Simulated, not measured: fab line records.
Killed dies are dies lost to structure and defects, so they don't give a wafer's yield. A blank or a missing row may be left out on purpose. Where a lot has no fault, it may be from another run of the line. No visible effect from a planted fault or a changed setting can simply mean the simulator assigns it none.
fab line records | flow nandHarc
[record] lots = 6 | wafers = 18 | lastDay = 33
route steps=1302 shown P_CONTACT@249 P_M0@253 END@1302
lots that met no fault: from a run of the same line without faults
startH: start of the lot's first displayed wafer, in hours after the record's first day | waitH: hours since the lot's step before | " the same as in the row above | L1.1+2: a single row standing in for several wafers | - either no value or no given start | * or withheld: withheld | < > ~ a bound
route shown NAME@n: names a module that has steps shown in the file, with the first one's number in the route | usual: mean/standard deviation taken from wafers without a fault | same: alike in all rows | chamber/n: place in a boat | sites: per-site readings | _std_site: standard deviation of those values | _edge_site: the outer-site mean with the inner-site mean subtracted | radiusMm: for every site, how far away it sits from the centre of the wafer | mask NAME#n: copy n | behind: the most recent tool/chamber to have shaped the wafer | hold: cause of the lot's hold/its duration in hours/its outcome | device: whichever transistor did not switch (one of n, p or np) | end of line: the route-end tests of the same wafers | a step given without rows: its recipe and nothing more | killed: at the first sort, the dies lost to defects and structure; wafer yield is something else | map: shows each die of a wafer: x if killed, . if not, _ if none is there
set.NAME: the run value of the setting; set.NAME@STEP: its run value at that earlier step | model.NAME: the simulator's own value behind a step, which no gauge read
certain route steps with their lots: each step a table, each wafer a row
services: from which hour (startH, from the record's first day; less than 0 if before it) a tool's chamber was out of use, for how many hours, and why
[[steps]]
[step NHARC_P_CONTACT_CMP_24]
[recipe] tOverpolishS = 30 | targetThkNm = 200
[usual] edgeZonePressureFrac = 1.000/0.005 | motorCurrentA = 12.7/1.5 | overpolishRunS = 30.000/0.0093 | slurryFlowMlMin = 150.0/0.51 | timeToEndpointS = 41/3
lot.wafer | tool   | chamber | startH | waitH | edgeZonePressureFrac | motorCurrentA | overpolishRunS | slurryFlowMlMin | timeToEndpointS
L980.2    | cmp-01 | 3       | 146.13 | 0.8   | 1.004                | 14.7          | 29.995         | 151.2           | 41
L980.3    | "      | 0       | "      | "     | 0.992                | 11.5          | 29.989         | 150.0           | 40
L980.4    | "      | 1       | "      | "     | 0.993                | 11.3          | 30.014         | 149.7           | 42
L988.1    | cmp-01 | 0       | 236.07 | 0.6   | 0.998                | 11.5          | 30.012         | 150.3           | 37
L988.2    | "      | 1       | "      | "     | 1.000                | 11.4          | 29.999         | 150.5           | 39
L988.5    | "      | 3       | "      | "     | 0.994                | 14.2          | 30.011         | 149.5           | 37
L990.3    | cmp-02 | 1       | 261.48 | 0.4   | 0.998                | 12.3          | 29.994         | 149.0           | 45
L990.4    | "      | 2       | "      | "     | 1.005                | 13.3          | 30.002         | 150.2           | 44
L990.6    | "      | 1       | "      | "     | 1.001                | 11.8          | 30.003         | 149.6           | 45
L992.1    | cmp-04 | 2       | 266.15 | 0.6   | 1.003                | 11.7          | 29.991         | 149.4           | 38
L992.2    | "      | 0       | "      | "     | 1.004                | 11.4          | 29.995         | 149.9           | 40
L992.3    | "      | 1       | "      | "     | 1.004                | 11.8          | 29.994         | 150.4           | 40
L998.2    | cmp-01 | 1       | 337.17 | 0.6   | 0.999                | 11.7          | 29.993         | 150.1           | 41
L998.4    | "      | 2       | "      | "     | 0.997                | 14.5          | 30.004         | 150.1           | 42
L998.6    | "      | 2       | "      | "     | 0.994                | 14.4          | 30.005         | 150.3           | 43
L999.2    | cmp-04 | 2       | 343.47 | 0.5   | 1.003                | 12.3          | 29.989         | 150.1           | 41
L999.1    | "      | 0       | "      | "     | 0.987                | 11.1          | 30.004         | 150.4           | 40
L999.4    | "      | 1       | "      | "     | 0.995                | 11.5          | 30.011         | 148.9           | 40
[step NHARC_P_CONTACT_SRD_26]
[step NHARC_P_CONTACT_INSPECT_27]
[usual] rawDefectCount = 302/130
lot.wafer | tool             | chamber | startH | waitH | rawDefectCount
L980.2    | defectInspect-02 | -       | 146.56 | 0.1   | 296
L980.3    | "                | -       | "      | "     | 279
L980.4    | "                | -       | "      | "     | 232
L988.1    | defectInspect-02 | -       | 236.44 | 0.1   | 562
L988.2    | "                | -       | "      | "     | 582
L988.5    | "                | -       | "      | "     | 451
L990.3    | defectInspect-02 | -       | 261.86 | 0.1   | 317
L990.4    | "                | -       | "      | "     | 329
L990.6    | "                | -       | "      | "     | 246
L992.1    | defectInspect-02 | -       | 266.55 | 0.1   | 562
L992.2    | "                | -       | "      | "     | 375
L992.3    | "                | -       | "      | "     | 386
L998.2    | defectInspect-01 | -       | 337.57 | 0.1   | 128
L998.4    | "                | -       | "      | "     | 173
L998.6    | "                | -       | "      | "     | 223
L999.1    | defectInspect-01 | -       | 343.88 | 0.1   | 125
L999.2    | "                | -       | "      | "     | 164
L999.4    | "                | -       | "      | "     | 90
[step NHARC_P_M0_DEP_00]
[recipe] targetThkA = 1500 | targetThkNm = 150 | tempC = withheld | pressureTorr = 5 | flowSccm = 200 | rfW = 600 | material = SiOC
[step NHARC_P_M0_DEHYDRATE_01]
[recipe] tempC = 150 | timeS = 120
[step NHARC_P_M0_HMDS_02]
[recipe] timeS = 30
[step NHARC_P_M0_COAT_33]
[recipe] tempC = 200 | timeS = 65
[step NHARC_P_M0_COAT_03]
[recipe] spinRpm = 1500 | resistThkNm = 90
[step NHARC_P_M0_SOFTBAKE_04]
[recipe] tempC = 105 | timeS = 55
[step NHARC_P_M0_EBR_05]
[step NHARC_P_M0_EXPOSE_06]
[recipe] na = 1.35 | targetCdNm = 90 | doseMj = 81.28 | maskId = P_M0
[step NHARC_P_M0_PEB_07]
[recipe] pebTempC = 100 | pebTimeS = 65
[usual] chillPlateTempC = 23.02/0.11 | heaterPowerTotalW = 156.6/0.42 | plateTempC = 100.03/0.12
lot.wafer | tool          | chamber | startH | waitH | chillPlateTempC | heaterPowerTotalW | plateTempC
L980.2    | lithoTrack-01 | 0       | 147.38 | 0.1   | 22.95           | 157.1             | 100.16
L980.3    | "             | 0       | "      | "     | 23.02           | 156.9             | 100.16
L980.4    | "             | 0       | "      | "     | 23.06           | 156.0             | 100.15
L988.1    | lithoTrack-06 | 0       | 237.27 | 0.1   | 23.13           | 156.9             | 99.70
L988.2    | "             | 0       | "      | "     | 23.09           | 156.9             | 99.87
L988.5    | "             | 0       | "      | "     | 23.14           | 156.6             | 99.85
L990.3    | lithoTrack-06 | 0       | 262.68 | 0.0   | 22.90           | 156.6             | 100.06
L990.4    | "             | 0       | "      | "     | 22.81           | 156.9             | 99.92
L990.6    | "             | 0       | "      | "     | 22.86           | 156.2             | 100.17
L992.1    | lithoTrack-04 | 0       | 267.37 | 0.1   | 23.14           | 156.8             | 99.88
L992.2    | "             | 0       | "      | "     | 22.98           | 157.3             | 100.11
L992.3    | "             | 0       | "      | "     | 23.03           | 156.1             | 100.03
L998.2    | lithoTrack-04 | 0       | 338.39 | 0.1   | 23.00           | 159.8             | 101.63
L998.4    | "             | 0       | "      | "     | 22.95           | 159.5             | 101.52
L998.6    | "             | 0       | "      | "     | 23.09           | 160.2             | 101.66
L999.1    | lithoTrack-04 | 0       | 344.70 | 0.1   | 22.76           | 159.0             | 101.37
L999.2    | "             | 0       | "      | "     | 22.93           | 160.1             | 101.40
L999.4    | "             | 0       | "      | "     | 22.83           | 159.2             | 101.42
[step NHARC_P_M0_DEVELOP_08]
[recipe] developTimeS = 35 | devTempC = 23
[step NHARC_P_M0_CD_MEAS_09]
[recipe] targetCdNm = 90 | landingEnergyEv = 500
[usual] cdNm = 90.3/0.66
lot.wafer | tool     | chamber | startH | waitH | cdNm
L980.2    | cdSem-03 | 0       | 147.46 | -     | 90.4
L980.3    | "        | 0       | "      | "     | 90.2
L980.4    | "        | 0       | "      | "     | 90.8
L988.1    | cdSem-02 | 0       | 237.35 | -     | 90.3
L988.2    | "        | 0       | "      | "     | 89.5
L988.5    | "        | 0       | "      | "     | 90.4
L990.3    | cdSem-03 | 0       | 262.76 | -     | 89.2
L990.4    | "        | 0       | "      | "     | 89.9
L990.6    | "        | 0       | "      | "     | 89.7
L992.1    | cdSem-02 | 0       | 267.45 | -     | 90.9
L992.2    | "        | 0       | "      | "     | 90.5
L992.3    | "        | 0       | "      | "     | 89.8
L998.2    | cdSem-01 | 0       | 338.47 | -     | 95.6
L998.4    | "        | 0       | "      | "     | 95.3
L998.6    | "        | 0       | "      | "     | 95.5
L999.1    | cdSem-02 | 0       | 344.78 | -     | 95.0
L999.2    | "        | 0       | "      | "     | 95.4
L999.4    | "        | 0       | "      | "     | 95.7
[step NHARC_P_M0_OVL_MEAS_10]
[recipe] pitchNm = 180
[usual] overlayXNm = 0.3/0.75 | overlayYNm = -0.1/0.82
lot.wafer | tool       | chamber | startH | waitH | overlayXNm | overlayYNm
L980.2    | overlay-02 | -       | 147.55 | -     | 1.3        | -1.0
L980.3    | "          | -       | "      | "     | 1.5        | -0.5
L980.4    | "          | -       | "      | "     | 1.1        | -1.1
L988.1    | overlay-02 | -       | 237.44 | -     | 0.4        | 0.3
L988.2    | "          | -       | "      | "     | 1.0        | 0.9
L988.5    | "          | -       | "      | "     | 0.4        | 0.3
L990.3    | overlay-01 | -       | 262.85 | -     | -0.6       | 0.0
L990.4    | "          | -       | "      | "     | 0.0        | 0.5
L990.6    | "          | -       | "      | "     | -0.1       | 0.1
L992.1    | overlay-02 | -       | 267.54 | -     | 0.7        | 0.9
L992.2    | "          | -       | "      | "     | 0.5        | 1.3
L992.3    | "          | -       | "      | "     | 1.3        | 0.6
L998.2    | overlay-01 | -       | 338.56 | -     | 1.1        | 0.1
L998.4    | "          | -       | "      | "     | 1.1        | -0.7
L998.6    | "          | -       | "      | "     | 1.7        | -0.5
L999.1    | overlay-01 | -       | 344.87 | -     | 0.0        | -0.2
L999.2    | "          | -       | "      | "     | 0.6        | -0.4
L999.4    | "          | -       | "      | "     | 0.4        | -0.6
[step NHARC_P_M0_INSPECT_11]
[usual] rawDefectCount = 5.2/2.9
lot.wafer | tool             | chamber | startH | waitH | rawDefectCount
L980.2    | defectInspect-02 | -       | 147.59 | 0.0   | 9
L980.3    | "                | -       | "      | "     | 3
L980.4    | "                | -       | "      | "     | 5
L988.1    | defectInspect-01 | -       | 237.47 | 0.0   | 2
L988.2    | "                | -       | "      | "     | 2
L988.5    | "                | -       | "      | "     | 3
L990.3    | defectInspect-01 | -       | 262.89 | 0.0   | 4
L990.4    | "                | -       | "      | "     | 4
L990.6    | "                | -       | "      | "     | 2
L992.1    | defectInspect-02 | -       | 267.57 | 0.0   | 4
L992.2    | "                | -       | "      | "     | 2
L992.3    | "                | -       | "      | "     | 4
L998.2    | defectInspect-01 | -       | 338.60 | 0.0   | 8
L998.4    | "                | -       | "      | "     | 12
L998.6    | "                | -       | "      | "     | 4
L999.1    | defectInspect-01 | -       | 344.91 | 0.0   | 3
L999.2    | "                | -       | "      | "     | 2
L999.4    | "                | -       | "      | "     | 4
[step NHARC_P_M0_DESCUM_14]
[recipe] timeS = 3 | o2FlowSccm = 200 | arFlowSccm = 0 | biasPowerW = 0 | chemistry = O2
[usual] drypumpMotorCurrentA = 5.8/0.52 | oesProductAu = 1.004/0.0083 | rfVppV = 57.8/0.83 | showerheadPlenumPTorr = 1.93/0.081 | throttleValvePct = 11.311/0.0094
lot.wafer | tool       | chamber | startH | waitH | drypumpMotorCurrentA | oesProductAu | rfHoursCounterH | rfVppV | showerheadPlenumPTorr | throttleValvePct | model.P_M0.cdNm
L980.4    | rieDiel-04 | 0       | 147.66 | 0.1   | 6.4                  | 0.999        | 22              | 57.7   | 2.04                  | 11.319           | 89.94
L980.3    | "          | 1       | "      | "     | 5.6                  | 1.002        | 22              | 58.0   | 1.97                  | 11.330           | 89.93
L980.2    | "          | 2       | "      | "     | 5.2                  | 0.995        | 22              | 58.2   | 1.84                  | 11.325           | 90.65
L988.1    | rieDiel-04 | 3       | 237.55 | 0.1   | 6.2                  | 1.009        | 9               | 56.3   | 1.96                  | 11.329           | 90.52
L988.2    | "          | 0       | "      | "     | 6.3                  | 1.014        | 10              | 56.5   | 2.04                  | 11.317           | 89.54
L988.5    | "          | 2       | "      | "     | 5.2                  | 1.010        | -               | 57.6   | 1.84                  | 11.323           | 90.62
L990.3    | rieDiel-04 | 2       | 262.97 | 0.1   | 5.2                  | 1.014        | 11              | 57.0   | 1.84                  | 11.297           | 88.49
L990.6    | "          | 3       | "      | "     | 6.2                  | 1.004        | -               | 57.1   | 1.96                  | 11.314           | 89.92
L990.4    | "          | 0       | "      | "     | 6.3                  | 1.015        | -               | 57.4   | 2.04                  | 11.310           | 89.09
L992.2    | rieDiel-10 | 1       | 267.63 | 0.1   | 5.8                  | 1.005        | 8               | 55.4   | 1.81                  | 11.315           | 90.24
L992.3    | "          | 3       | "      | "     | 5.4                  | 1.012        | 7               | 58.5   | 2.04                  | 11.311           | 90.32
L992.1    | "          | 0       | "      | "     | 5.4                  | 1.017        | 7               | 58.0   | 1.87                  | 11.332           | 90.95
L998.2    | rieDiel-04 | 0       | 338.66 | 0.1   | 6.4                  | 1.002        | 25              | 56.9   | 2.03                  | 11.301           | 95.19
L998.4    | "          | 1       | "      | "     | 5.6                  | 0.993        | -               | 59.2   | 1.96                  | 11.311           | 96.09
L998.6    | "          | 3       | "      | "     | 6.2                  | 1.016        | -               | 58.2   | 1.96                  | 11.307           | 95.2
L999.2    | rieDiel-04 | 1       | 344.97 | 0.1   | 5.7                  | 0.998        | 22              | 58.4   | 1.96                  | 11.309           | 96.17
L999.1    | "          | 0       | "      | "     | 6.3                  | 0.999        | 26              | 58.3   | 2.03                  | 11.309           | 94.06
L999.4    | "          | 0       | "      | "     | 6.3                  | 1.000        | -               | 57.5   | 2.03                  | 11.324           | 95.54
[step NHARC_P_M0_ETCH_34]
[recipe] targetDepthA = 400 | overetchA = 120 | timeS = 43.94 | ionEnergyEv = 200 | n2FlowSccm = 150 | h2FlowSccm = 150 | arFlowSccm = 0 | rfW = 400 | biasW = 150 | chemistry = N2/H2
[usual] drypumpMotorCurrentA = 5.7/0.52 | oesProductAu = 1.002/0.0088 | rfVppV = 430.9/2.5 | showerheadPlenumPTorr = 2.05/0.087 | throttleValvePct = 14.172/0.0084
lot.wafer | tool       | chamber | startH | waitH | drypumpMotorCurrentA | oesProductAu | rfHoursCounterH | rfVppV | showerheadPlenumPTorr | throttleValvePct
L980.3    | rieDiel-04 | 1       | 147.73 | 0.1   | 5.6                  | 1.003        | 22              | 431.5  | 2.10                  | 14.161
L980.2    | "          | 3       | "      | "     | 6.2                  | 0.993        | 22              | 431.4  | 2.10                  | 14.177
L980.4    | "          | 0       | "      | "     | 6.3                  | 0.997        | 22              | 434.9  | 2.18                  | 14.170
L988.1    | rieDiel-04 | 0       | 237.63 | 0.1   | 6.3                  | 1.007        | 10              | 434.2  | 2.18                  | 14.182
L988.2    | "          | 1       | "      | "     | 5.7                  | 1.000        | 9               | 433.1  | 2.10                  | 14.182
L988.5    | "          | 2       | "      | "     | 5.2                  | 1.014        | -               | 426.9  | 1.96                  | 14.191
L990.3    | rieDiel-04 | 3       | 263.07 | 0.1   | 6.2                  | 1.005        | 12              | 430.4  | 2.09                  | 14.168
L990.6    | "          | 2       | "      | "     | 5.2                  | 1.004        | -               | 428.5  | 1.96                  | 14.175
L990.4    | "          | 3       | "      | "     | 6.2                  | 0.995        | -               | 433.1  | 2.09                  | 14.173
L992.1    | rieDiel-10 | 3       | 267.72 | 0.1   | 5.3                  | 0.994        | 7               | 436.1  | 2.18                  | 14.160
L992.3    | "          | 1       | "      | "     | 5.8                  | 0.985        | 8               | 426.9  | 1.92                  | 14.167
L992.2    | "          | 2       | "      | "     | 5.1                  | 1.002        | 8               | 427.6  | 1.96                  | 14.173
L998.2    | rieDiel-04 | 0       | 338.77 | 0.1   | 6.3                  | 0.996        | 25              | 434.4  | 2.17                  | 14.178
L998.6    | "          | 0       | "      | "     | 6.3                  | 1.008        | -               | 434.0  | 2.17                  | 14.173
L998.4    | "          | 1       | "      | "     | 5.6                  | 0.993        | -               | 431.9  | 2.09                  | 14.179
L999.1    | rieDiel-04 | 0       | 345.07 | 0.1   | 6.4                  | 0.997        | 26              | 432.8  | 2.17                  | 14.179
L999.2    | "          | 3       | "      | "     | 6.2                  | 0.990        | 24              | 432.4  | 2.09                  | 14.167
L999.4    | "          | 3       | "      | "     | 6.2                  | 0.997        | -               | 430.9  | 2.09                  | 14.170
[step NHARC_P_M0_ETCH_15]
[recipe] targetDepthA = 1500 | overetchA = 150 | timeS = 82.5 | c4f8FlowSccm = withheld | arFlowSccm = 400 | rfW = 600 | biasW = 300 | chemistry = C4F8/Ar
[usual] oesProductAu = 0.960/0.019 | rfVppV = 441.4/2.7
lot.wafer | tool       | chamber | startH | waitH | oesProductAu | rfHoursCounterH | rfVppV | model.P_M0.cdNm
L980.4    | rieDiel-04 | 3       | -      | -     | 0.956        | 22              | 443.2  | 89.69
L980.3    | "          | 0       | "      | "     | 0.962        | 22              | 444.9  | 89.91
L980.2    | "          | 1       | "      | "     | 0.984        | 22              | 443.1  | 91.04
L988.1    | rieDiel-04 | 0       | -      | -     | 0.959        | 10              | 445.5  | 90.53
L988.2    | "          | 2       | "      | "     | 0.950        | 8               | 438.9  | 89.11
L988.5    | "          | 3       | "      | "     | 0.938        | -               | 441.1  | 90.11
L990.3    | rieDiel-04 | 0       | -      | -     | 0.969        | 13              | 444.3  | 88.29
L990.4    | "          | 3       | "      | "     | 0.954        | -               | 442.3  | 88.94
L990.6    | "          | 0       | "      | "     | 0.969        | -               | 444.8  | 89.18
L992.3    | rieDiel-10 | 0       | -      | -     | 0.988        | 7               | 440.0  | 90.63
L992.2    | "          | 1       | "      | "     | 0.950        | 8               | 437.4  | 90.41
L992.1    | "          | 2       | "      | "     | 0.973        | 8               | 438.3  | 90.34
L998.2    | rieDiel-04 | 3       | -      | -     | 0.950        | 23              | 442.3  | 95.07
L998.4    | "          | 0       | "      | "     | 0.957        | -               | 443.6  | 95.65
L998.6    | "          | 1       | "      | "     | 0.948        | -               | 443.5  | 95.15
L999.1    | rieDiel-04 | 1       | -      | -     | 0.955        | 22              | 441.6  | 94.05
L999.2    | "          | 3       | "      | "     | 0.960        | 24              | 441.3  | 96.05
L999.4    | "          | 0       | "      | "     | 0.953        | -               | 446.4  | 95.12
[step NHARC_P_M0_CD_MEAS_16]
[usual] cdNm = 90.0/0.85
lot.wafer | tool     | chamber | startH | waitH | cdNm
L980.2    | cdSem-01 | -       | 147.95 | -     | 91.0
L980.3    | "        | -       | "      | "     | 89.9
L980.4    | "        | -       | "      | "     | 89.6
L988.1    | cdSem-02 | -       | 237.85 | -     | 90.6
L988.2    | "        | -       | "      | "     | 89.1
L988.5    | "        | -       | "      | "     | 89.7
L990.3    | cdSem-03 | -       | 263.30 | -     | 88.3
L990.4    | "        | -       | "      | "     | 88.6
L990.6    | "        | -       | "      | "     | 89.3
L992.1    | cdSem-02 | -       | 267.93 | -     | 90.3
L992.2    | "        | -       | "      | "     | 90.1
L992.3    | "        | -       | "      | "     | 90.8
L998.2    | cdSem-01 | -       | 339.00 | -     | 95.0
L998.4    | "        | -       | "      | "     | 95.9
L998.6    | "        | -       | "      | "     | 95.1
L999.1    | cdSem-01 | -       | 345.31 | -     | 93.8
L999.2    | "        | -       | "      | "     | 96.1
L999.4    | "        | -       | "      | "     | 95.1
[step NHARC_END_SORT_01]
[recipe] tempC = 25
[usual] defectLimitedYield = 91.3/2.7 | killedAtArray = 54/18 | killedAtOther = 0.9/1.2 | killedAtPeriphery = 4.4/2.9 | killedDies = 59/18 | killedOpen = 3.2/1.8 | killedShort = 2.6/1.8
[same] grossDies = 677
lot.wafer | tool      | chamber | startH | waitH | defectLimitedYield[%] | killedAtArray | killedAtOther | killedAtPeriphery | killedDies | killedOpen | killedShort
L980.2    | prober-01 | 0       | 602.78 | 2.8   | 86.3                  | 85            | 1             | 7                 | 93         | 4          | 1
L980.3    | prober-01 | 0       | 603.58 | 3.1   | 88.2                  | 77            | 3             | 0                 | 80         | 3          | 3
L980.4    | prober-01 | 0       | 604.38 | 3.4   | 86.1                  | 88            | 1             | 5                 | 94         | 5          | 2
L988.1    | prober-01 | 0       | 712.55 | 2.5   | 91.1                  | 57            | 0             | 3                 | 60         | 4          | 1
L988.2    | prober-01 | 0       | 713.36 | 2.8   | 91.4                  | 56            | 1             | 1                 | 58         | 2          | 8
L988.5    | prober-01 | 0       | 715.79 | 3.7   | 92.0                  | 51            | 1             | 2                 | 54         | 2          | 0
L990.3    | prober-02 | 0       | 729.79 | 3.1   | 91.9                  | 50            | 0             | 5                 | 55         | 4          | 3
L990.4    | prober-02 | 0       | 730.58 | 3.4   | 95.0                  | 31            | 1             | 2                 | 34         | 2          | 2
L990.6    | prober-02 | 0       | 732.16 | 4.0   | 92.2                  | 50            | 1             | 2                 | 53         | 4          | 3
L992.1    | prober-02 | 0       | 735.98 | 2.5   | 90.5                  | 60            | 0             | 4                 | 64         | 2          | 2
L992.2    | prober-02 | 0       | 736.79 | 2.8   | 90.3                  | 63            | 0             | 3                 | 66         | 2          | 1
L992.3    | prober-02 | 0       | 737.59 | 3.1   | 90.4                  | 60            | 0             | 5                 | 65         | 4          | 0
// killed by level:class
L980.2 A_SLIT:chamberFilmFlake=32 A_CHANNEL_HOLE_D2:chamberFilmFlake=31 A_CONTACT:chamberFilmFlake=6 A_CHANNEL_HOLE_D1:chamberFilmFlake=5 A_STAIRCASE:chamberFilmFlake=5 P_CONTACT:chamberFilmFlake=3 P_M2:chamberFilmFlake=2 A_DECK1_JOINT:chamberFilmFlake=2
L980.3 A_SLIT:chamberFilmFlake=33 A_CHANNEL_HOLE_D2:chamberFilmFlake=24 A_CONTACT:chamberFilmFlake=7 THIN_TSV:chamberFilmFlake=3 A_CHANNEL_FILL_D2:geometricParticle:open=2 A_CHANNEL_HOLE_D1:chamberFilmFlake=2 A_CHANNEL_FILL_D1:geometricParticle:short=1 A_WL_FILL:geometricParticle:short=1
L980.4 A_CHANNEL_HOLE_D2:chamberFilmFlake=33 A_SLIT:chamberFilmFlake=31 A_CONTACT:chamberFilmFlake=11 A_CHANNEL_HOLE_D1:chamberFilmFlake=4 P_M2:chamberFilmFlake=3 P_STI:geometricParticle:open=1 A_ONON_D1:geometricParticle:short=1 A_ONON_D2:geometricParticle:short=1
L988.1 A_CHANNEL_HOLE_D2:chamberFilmFlake=22 A_CHANNEL_HOLE_D1:chamberFilmFlake=21 A_STAIRCASE:chamberFilmFlake=4 A_CONTACT:chamberFilmFlake=2 P_M0:geometricParticle:open=1 A_CHANNEL_HOLE_D2:geometricParticle:open=1 A_CHANNEL_FILL_D2:geometricParticle:short=1 A_SGD_CUT:geometricParticle:open=1
L988.2 A_CHANNEL_HOLE_D2:chamberFilmFlake=20 A_CHANNEL_HOLE_D1:chamberFilmFlake=15 A_CHANNEL_FILL_D1:chamberFilmFlake=3 A_STAIRCASE:chamberFilmFlake=3 A_ONON_D1:geometricParticle:short=2 A_WL_FILL:geometricParticle:short=2 A_CONTACT:chamberFilmFlake=2 A_BLC:chamberFilmFlake=2
L988.5 A_CHANNEL_HOLE_D2:chamberFilmFlake=25 A_CHANNEL_HOLE_D1:chamberFilmFlake=16 A_STAIRCASE:chamberFilmFlake=3 A_CHANNEL_FILL_D1:chamberFilmFlake=2 A_CONTACT:chamberFilmFlake=2 P_GATE:geometricParticle:open=1 A_BLC:geometricParticle:open=1 P_M2:chamberFilmFlake=1
L990.3 A_CHANNEL_HOLE_D2:chamberFilmFlake=19 A_CHANNEL_HOLE_D1:chamberFilmFlake=10 A_SLIT:chamberFilmFlake=7 A_CONTACT:chamberFilmFlake=5 P_BONDPAD:chamberFilmFlake=4 A_M0:geometricParticle:open=2 P_M0:geometricParticle:short=1 A_CHANNEL_FILL_D1:geometricParticle:short=1
L990.4 A_CHANNEL_HOLE_D2:chamberFilmFlake=16 A_CHANNEL_HOLE_D1:chamberFilmFlake=4 A_SLIT:chamberFilmFlake=3 A_CONTACT:chamberFilmFlake=3 P_M0:geometricParticle:open=1 A_WL_FILL:geometricParticle:short=1 A_M0:geometricParticle:open=1 P_BONDPAD:chamberFilmFlake=1
L990.6 A_CHANNEL_HOLE_D2:chamberFilmFlake=18 A_CHANNEL_HOLE_D1:chamberFilmFlake=9 A_SLIT:chamberFilmFlake=6 A_CONTACT:chamberFilmFlake=5 A_DECK1_JOINT:chamberFilmFlake=2 P_M0:geometricParticle:short=1 A_SOURCE_PLATE:geometricParticle:open=1 A_ONON_D1:geometricParticle:open=1
L992.1 A_CHANNEL_HOLE_D1:chamberFilmFlake=25 A_CHANNEL_HOLE_D2:chamberFilmFlake=23 A_SLIT:chamberFilmFlake=4 P_GATE:chamberFilmFlake=2 A_STAIRCASE:chamberFilmFlake=2 A_CONTACT:chamberFilmFlake=2 P_M0:geometricParticle:open=1 A_DECK1_JOINT:geometricParticle:open=1
L992.2 A_CHANNEL_HOLE_D2:chamberFilmFlake=26 A_CHANNEL_HOLE_D1:chamberFilmFlake=19 A_CONTACT:chamberFilmFlake=7 A_SLIT:chamberFilmFlake=4 A_CHANNEL_FILL_D1:chamberFilmFlake=3 P_M0:geometricParticle:short=1 P_M0:geometricParticle:open=1 A_CHANNEL_FILL_D1:geometricParticle:open=1
L992.3 A_CHANNEL_HOLE_D1:chamberFilmFlake=28 A_CHANNEL_HOLE_D2:chamberFilmFlake=15 A_SLIT:chamberFilmFlake=6 A_CONTACT:chamberFilmFlake=4 P_GATE:chamberFilmFlake=3 A_M0:chamberFilmFlake=2 P_GATE:geometricParticle:open=1 P_CONTACT:geometricParticle:open=1
[[services]]
tool          | chamber | startH | hours | kind
rieDiel-04    | 0       | 136.70 | 3.2   | repair
cmp-02        | -       | 137.96 | 4.0   | pm
lithoTrack-01 | -       | 155.00 | 7.0   | pm
cmp-01        | -       | 171.46 | 11.3  | repair
rieDiel-04    | -       | 177.94 | 9.0   | pm
lithoTrack-06 | -       | 179.00 | 7.0   | pm
cmp-01        | -       | 185.58 | 4.0   | pm
cmp-01        | -       | 195.93 | 1.5   | repair
lithoTrack-04 | -       | 203.00 | 7.0   | pm
cmp-04        | -       | 206.68 | 0.6   | repair
cmp-04        | -       | 211.31 | 4.0   | pm
rieDiel-04    | -       | 211.78 | 0.9   | repair
cmp-01        | -       | 229.95 | 0.8   | repair
cmp-02        | -       | 235.96 | 4.0   | pm
rieDiel-10    | -       | 242.56 | 9.0   | pm
cmp-01        | -       | 244.29 | 0.5   | repair
rieDiel-04    | 1       | 261.57 | 17.0  | repair
cmp-01        | -       | 283.58 | 4.0   | pm
cmp-01        | -       | 305.61 | 6.1   | repair
cmp-04        | -       | 309.31 | 4.0   | pm
rieDiel-10    | 1       | 313.38 | 2.9   | repair
cmp-01        | -       | 326.03 | 0.4   | repair
rieDiel-10    | 3       | 330.29 | 16.7  | repair
rieDiel-04    | 2       | 337.58 | 9.7   | repair
[[key]]
[firstSign] step = NHARC_P_M0_PEB_07 | reading = plateTempC | direction = up | sigmas = 12 | usual = * | struck = *
[effect] step = NHARC_P_M0_PEB_07 | reading = heaterPowerTotalW | direction = up | sigmas = 7.2 | usual = * | struck = *
[effect] step = NHARC_P_M0_CD_MEAS_09 | reading = cdNm | direction = up | sigmas = 7.8 | usual = 90.3 | struck = 95.4
[effect] step = NHARC_P_M0_CD_MEAS_16 | reading = cdNm | direction = up | sigmas = 6 | usual = 90.0 | struck = 95.2
[modelEffect] step = NHARC_P_M0_DESCUM_14 | value = P_M0.cdNm | without = 90.4 | struck = 95.38
[modelEffect] step = NHARC_P_M0_ETCH_15 | value = P_M0.cdNm | without = 90.2 | struck = 95.18
metAt NHARC_P_M0_PEB_07
struckWafers L998.2,L998.4,L998.6,L999.1,L999.2,L999.4
onsetBetween 267.37 338.39
[fault] kind = processParameterDrift | tool = lithoTrack-04 | chamber = - | onsetH = 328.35 | steps = NHARC_P_M0_PEB_07 | channel = pebTempC | offset = * | shape = step | endH = 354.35 | actsIn = * | stated = *
